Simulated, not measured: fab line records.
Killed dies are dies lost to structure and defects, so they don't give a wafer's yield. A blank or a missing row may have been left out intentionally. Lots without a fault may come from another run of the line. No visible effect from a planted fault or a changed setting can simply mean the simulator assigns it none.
Chamber matching -- flow nand-harc -- 4 sister chambers for NHARC_A_STAIRCASE_ALD_415 on ald-hk-01
The step deposits SiO2, target thk 30 nm, pulse time 6 s, ald cycles 300. 4 wafers are shown with their chamber, then 12 later ones without.

== WAFERS, EACH WITH ITS CHAMBER ==
wafer,chamber,heater-power-w (W)
L092.5,2,528
L092.1,3,479
L092.3,0,497
L092.4,1,487

== WAFERS WITHOUT THEIR CHAMBER ==
wafer,heater-power-w (W)
L093.1,536
L093.2,474
L093.4,494
L094.1,523
L094.2,487
L094.5,490
L095.3,479
L095.4,484
L095.6,477
L095.1,497
L095.2,522
L095.5,494

== EACH ONE'S CHAMBER ==
wafer,from the rows above,in truth
L093.1,2,2
L093.2,3,3
L093.4,can't be placed: 0 or 1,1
L094.1,2,2
L094.2,1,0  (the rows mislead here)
L094.5,can't be placed: 1 or 0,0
L095.3,3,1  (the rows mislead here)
L095.4,can't be placed: 1 or 3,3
L095.6,3,3
L095.1,0,0
L095.2,2,2
L095.5,can't be placed: 0 or 1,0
Correctly placed: 6 of 12. From these rows, 4 cannot be placed; in 4 the true chamber is one of the candidates. Wrongly placed: 2.
How it was worked out, from the rows above alone: a wafer's distance from a chamber is the root of the sum, over the readings, of the square of ((its reading less the chamber's mean) divided by the reading's scatter). If the next closest chamber is less than 2 further off than the closest, the wafer can't be placed; otherwise it belongs to the closest. A chamber's mean is the mean of its shown wafers. The scatter: root of mean squared gap, hidden wafer to nearest shown wafer, with one shown wafer a chamber.
